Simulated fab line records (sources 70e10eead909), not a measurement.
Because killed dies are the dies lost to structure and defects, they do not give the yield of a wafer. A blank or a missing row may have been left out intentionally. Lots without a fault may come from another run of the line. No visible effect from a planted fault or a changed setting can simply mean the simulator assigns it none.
The tool behind it: which one? + flow nandHarc + Sampling: 11 lots, 33 wafers, 5 of 1302 route steps

== WHAT THE GAUGES SHOWED, per wafer ==
NHARC_END_SORT_01. Usual: for defectLimitedYield, 90 % with a standard deviation of 4.1; for killedAtArray, 63 with a standard deviation of 27; for killedAtOther, 0.7 with a standard deviation of 1.2; for killedAtPeriphery, 3.1 with a standard deviation of 2; for killedDies, 67 with a standard deviation of 28; for killedOpen, 3.0 with a standard deviation of 1.9; for killedShort, 2.2 with a standard deviation of 1.5.
| lot  | measured     | on        | defectLimitedYield (%) | killedAtArray | killedAtOther | killedAtPeriphery | killedDies  | killedOpen | killedShort | flag |
|------|--------------|-----------|------------------------|---------------|---------------|-------------------|-------------|------------|-------------|------|
| L332 | day 27 20:20 | prober-02 | 79 83 83               | 138 111 113   | 1 1 0         | 5 1 2             | 144 113 115 | 2 1 0      | 5 1 3       |      |
| L336 | day 28 22:23 | prober-02 | 95 96 94               | 29 26 37      | 3 0 0         | 1 1 2             | 33 27 39    | 2 1 3      | 2 2 5       |      |
| L340 | day 31 19:34 | prober-02 | 0 0 0                  | 674 669 674   | 2 4 0         | 1 4 3             | 677 677 677 | 1 2 2      | 2 2 1       | OFF  |
| L341 | day 32 08:10 | prober-02 | 0 0 0                  | 673 673 672   | 0 0 0         | 4 4 5             | 677 677 677 | 6 1 2      | 1 4 5       | OFF  |
| L342 | day 32 05:50 | prober-01 | 0 0 0                  | 673 674 674   | 0 1 0         | 4 2 3             | 677 677 677 | 1 0 2      | 2 1 0       | OFF  |

== WHAT TOOL EACH LOT RAN ON (gives the tool, then ch and the chambers of the sampled wafers, and finally the start) ==
| lot  | NHARC_A_M1_ETCH_35                | NHARC_A_M1_ETCH_28                           | NHARC_A_M1_DEP_33               | NHARC_A_BONDPAD_DEP_00          |
|------|-----------------------------------|----------------------------------------------|---------------------------------|---------------------------------|
| L324 | rieDiel-08 ch 1,2, day 23 02:38   | rieDiel-04 ch 0,2, day 23 05:25 or earlier   | pecvd-01 ch 0,2, day 23 05:25   | pecvd-02 ch 0,1, day 23 05:59   |
| L326 | rieDiel-01 ch 0,1, day 23 13:49   | rieDiel-04 ch 0,1,3, day 23 16:29 or earlier | pecvd-03 ch 0,1,2, day 23 16:29 | pecvd-02 ch 0,1, day 23 17:04   |
| L327 | rieDiel-01 ch 0,2,3, day 24 03:08 | rieDiel-04 ch 0,1,3, day 24 05:50 or earlier | pecvd-01 ch 0,1,2, day 24 05:50 | pecvd-02 ch 0,2, day 24 06:31   |
| L329 | rieDiel-04 ch 0,2,3, day 24 16:49 | rieDiel-08 ch 0,2,3, day 24 19:33 or earlier | pecvd-01 ch 0,2, day 24 19:33   | pecvd-02 ch 0,1,2, day 24 20:07 |
| L332 | rieDiel-01 ch 0,2, day 26 09:41   | rieDiel-08 ch 0,1, day 26 12:24 or earlier   | pecvd-03 ch 1,2, day 26 12:24   | pecvd-01 ch 0,1,2, day 26 12:52 |
| L336 | rieDiel-04 ch 0,1,2, day 27 07:43 | rieDiel-01 ch 0,2, day 27 10:24 or earlier   | pecvd-03 ch 0,2, day 27 10:24   | pecvd-01 ch 0,1,2, day 27 11:00 |
| L335 | rieDiel-04 ch 0,1,3, day 27 08:17 | rieDiel-08 ch 0,2,3, day 27 10:55 or earlier | pecvd-03 ch 0,1,2, day 27 10:55 | pecvd-02 ch 0,2, day 27 11:28   |
| L340 | rieDiel-08 ch 1,3, day 30 05:56   | rieDiel-01 ch 1,3, day 30 08:37 or earlier   | pecvd-01 ch 0,2, day 30 08:37   | pecvd-03 ch 0,1, day 30 09:10   |
| L341 | rieDiel-01 ch 0,1,3, day 30 18:04 | rieDiel-08 ch 2,3, day 30 20:50 or earlier   | pecvd-04 ch 0,1,2, day 30 20:50 | pecvd-02 ch 0,1,2, day 30 21:24 |
| L342 | rieDiel-01 ch 0,3, day 30 21:20   | rieDiel-08 ch 1,2, day 30 23:59 or earlier   | pecvd-03 ch 0,1, day 30 23:59   | pecvd-02 ch 0,2, day 31 00:57   |
| L347 | rieDiel-04 ch 0,1,3, day 31 22:32 | rieDiel-04 ch 0,2,3, day 32 01:11 or earlier | pecvd-03 ch 0,1,2, day 32 01:11 | pecvd-01 ch 1,2, day 32 01:44   |
- NHARC_A_M1_ETCH_35: etches the open film in N2/H2, target depth 40 nm, overetch 12 nm, time 43.94 s.
- NHARC_A_M1_ETCH_28: etches the open film in CF4/N2, target depth 30 nm, time 72.99 s.
- NHARC_A_M1_DEP_33: deposits SiCN, target thk 30 nm.
- NHARC_A_BONDPAD_DEP_00: deposits SiCN, target thk 250 nm.

== AS READ BY THE TOOLS THEMSELVES (means over the sampled wafers that have a number; for cases with no such wafer, the mark the record gives instead) ==
NHARC_A_M1_ETCH_35. Usual: chamberPressureMTorr 30.002 mTorr, standard deviation 0.028; drypumpMotorCurrentA 5.8 A, standard deviation 0.46; oesProductAu 1.000 a.u., standard deviation 0.011; rfVppV 431.7 V, standard deviation 2.4; showerheadPlenumPTorr 2.09 Torr, standard deviation 0.087; throttleValvePct 14.173 %, standard deviation 0.0095.
| lot  | tool       | chamberPressureMTorr (mTorr) | drypumpMotorCurrentA (A) | oesProductAu (a.u.) | rfVppV (V) | showerheadPlenumPTorr (Torr) | throttleValvePct (%) | flag |
|------|------------|------------------------------|--------------------------|---------------------|------------|------------------------------|----------------------|------|
| L324 | rieDiel-08 | 30.020                       | 6.3                      | 1.008               | 429.8      | 2.05                         | 14.171               |      |
| L326 | rieDiel-01 | 30.009                       | 5.2                      | 0.993               | 430.3      | 2.05                         | 14.180               |      |
| L327 | rieDiel-01 | 29.998                       | 5.9                      | 1.003               | 432.1      | 2.09                         | 14.164               |      |
| L329 | rieDiel-04 | 30.000                       | 5.3                      | 1.008               | 431.1      | 2.06                         | 14.175               |      |
| L332 | rieDiel-01 | 30.006                       | 5.7                      | 1.004               | 433.2      | 2.13                         | 14.166               |      |
| L336 | rieDiel-04 | 29.994                       | 5.4                      | 1.001               | 433.2      | 2.11                         | 14.172               |      |
| L335 | rieDiel-04 | 29.991                       | 5.4                      | 1.009               | 431.5      | 2.05                         | 14.172               |      |
| L340 | rieDiel-08 | 29.993                       | 6.0                      | 1.004               | 429.3      | 1.99                         | 14.174               |      |
| L341 | rieDiel-01 | 30.008                       | 5.6                      | 1.003               | 432.6      | 2.08                         | 14.174               |      |
| L342 | rieDiel-01 | 30.005                       | 6.0                      | 1.008               | 432.7      | 2.11                         | 14.179               |      |
| L347 | rieDiel-04 | 30.017                       | 5.4                      | 0.995               | 431.1      | 2.05                         | 14.185               |      |

NHARC_A_M1_ETCH_28. Usual: chamberPressureMTorr 30.001 mTorr, standard deviation 0.027; drypumpMotorCurrentA 5.7 A, standard deviation 0.46; oesProductAu 0.999 a.u., standard deviation 0.011; rfVppV 315.2 V, standard deviation 1.9; showerheadPlenumPTorr 2.68 Torr, standard deviation 0.11; throttleValvePct 19.794 %, standard deviation 0.01.
| lot  | tool       | chamberPressureMTorr (mTorr) | drypumpMotorCurrentA (A) | oesProductAu (a.u.) | rfVppV (V) | showerheadPlenumPTorr (Torr) | throttleValvePct (%) | flag |
|------|------------|------------------------------|--------------------------|---------------------|------------|------------------------------|----------------------|------|
| L324 | rieDiel-04 | 29.979                       | 5.1                      | 1.007               | 314.8      | 2.65                         | 19.789               |      |
| L326 | rieDiel-04 | 30.005                       | 5.4                      | 1.002               | 313.7      | 2.64                         | 19.789               |      |
| L327 | rieDiel-04 | 30.012                       | 5.4                      | 1.003               | 313.8      | 2.64                         | 19.786               |      |
| L329 | rieDiel-08 | 30.014                       | 6.1                      | 1.000               | 316.9      | 2.75                         | 19.797               |      |
| L332 | rieDiel-08 | 30.034                       | 5.7                      | 1.008               | 316.0      | 2.70                         | 19.797               |      |
| L336 | rieDiel-01 | 29.993                       | 5.7                      | 1.007               | 316.0      | 2.73                         | 19.788               |      |
| L335 | rieDiel-08 | 30.021                       | 6.1                      | 0.998               | 316.6      | 2.75                         | 19.791               |      |
| L340 | rieDiel-01 | 29.992                       | 5.8                      | 1.004               | 314.1      | 2.63                         | 19.805               |      |
| L341 | rieDiel-08 | 30.015                       | 6.5                      | 0.988               | 315.8      | 2.71                         | 19.794               |      |
| L342 | rieDiel-08 | 29.981                       | 6.3                      | 0.997               | 314.5      | 2.63                         | 19.801               |      |
| L347 | rieDiel-04 | 30.005                       | 5.3                      | 0.993               | 314.0      | 2.64                         | 19.794               |      |

NHARC_A_M1_DEP_33. Usual: chamberPressureTorr 3.000 Torr, standard deviation 0.0063; heaterPowerOuterW 301 W, standard deviation 49; heaterPowerW 543 W, standard deviation 78.
| lot  | tool     | chamberPressureTorr (Torr) | heaterPowerOuterW (W) | heaterPowerW (W) | flag |
|------|----------|----------------------------|-----------------------|------------------|------|
| L324 | pecvd-01 | 3.002                      | 318                   | 612              |      |
| L326 | pecvd-03 | 3.000                      | 260                   | 465              |      |
| L327 | pecvd-01 | 3.002                      | 296                   | 577              |      |
| L329 | pecvd-01 | 2.999                      | 329                   | 627              |      |
| L332 | pecvd-03 | 3.004                      | 235                   | 429              |      |
| L336 | pecvd-03 | 3.008                      | 281                   | 482              |      |
| L335 | pecvd-03 | 2.999                      | 298                   | 513              |      |
| L340 | pecvd-01 | 2.999                      | 266                   | 530              |      |
| L341 | pecvd-04 | 2.995                      | 333                   | 581              |      |
| L342 | pecvd-03 | 2.997                      | 288                   | 503              |      |
| L347 | pecvd-03 | 3.000                      | 291                   | 510              |      |

NHARC_A_BONDPAD_DEP_00. Usual: chamberPressureTorr 2.999 Torr, standard deviation 0.007; heaterPowerOuterW 318 W, standard deviation 39; heaterPowerW 594 W, standard deviation 70.
| lot  | tool     | chamberPressureTorr (Torr) | heaterPowerOuterW (W) | heaterPowerW (W) | flag |
|------|----------|----------------------------|-----------------------|------------------|------|
| L324 | pecvd-02 | 3.001                      | 348                   | 621              |      |
| L326 | pecvd-02 | 2.999                      | 327                   | 623              |      |
| L327 | pecvd-02 | 2.996                      | 338                   | 639              |      |
| L329 | pecvd-02 | 3.004                      | 321                   | 608              |      |
| L332 | pecvd-01 | 3.004                      | 313                   | 599              |      |
| L336 | pecvd-01 | 2.997                      | 276                   | 542              |      |
| L335 | pecvd-02 | 2.996                      | 345                   | 647              |      |
| L340 | pecvd-03 | -                          | -                     | -                | OFF  |
| L341 | pecvd-02 | -                          | -                     | -                | OFF  |
| L342 | pecvd-02 | -                          | -                     | -                | OFF  |
| L347 | pecvd-01 | 2.992                      | 332                   | 618              |      |

== THE ANSWER, worked out from the rows above alone ==
Rule: take the mean of a lot's wafers that have a number; if it is more than 3 standard deviations from the usual mean, the lot is off. A lot without any number at a reading at which 4 lots or more have one is off too. All remaining lots with rows at the step are treated as sound. Order of review: gauges by route order, followed by the tools' own readings, for which a lot's mean as printed above is used. The first step at which some lot is off is used, and at that step the reading that is off furthest; a lot without a number counts as furthest.
Off: L340, L341, L342, at NHARC_END_SORT_01 (killedAtArray). Neither off nor sound, because the step has no rows for them: L324, L326, L327, L329, L335, L347.
If a tool, at a process step before that reading, ran all the lots that are off and no sound lot after the first of them, it fits. Not tried: the gauges at NHARC_END_SORT_01; whatever is off there is also off at NHARC_A_BONDPAD_DEP_00, on other tools, and gauge error can't account for it. With no start given for some of its lots, NHARC_A_M1_ETCH_28 uses the hours and lot order of NHARC_A_M1_DEP_33. Of those tried, none fits.

== WHAT HAD BEEN PUT IN BY THE SIMULATOR ==
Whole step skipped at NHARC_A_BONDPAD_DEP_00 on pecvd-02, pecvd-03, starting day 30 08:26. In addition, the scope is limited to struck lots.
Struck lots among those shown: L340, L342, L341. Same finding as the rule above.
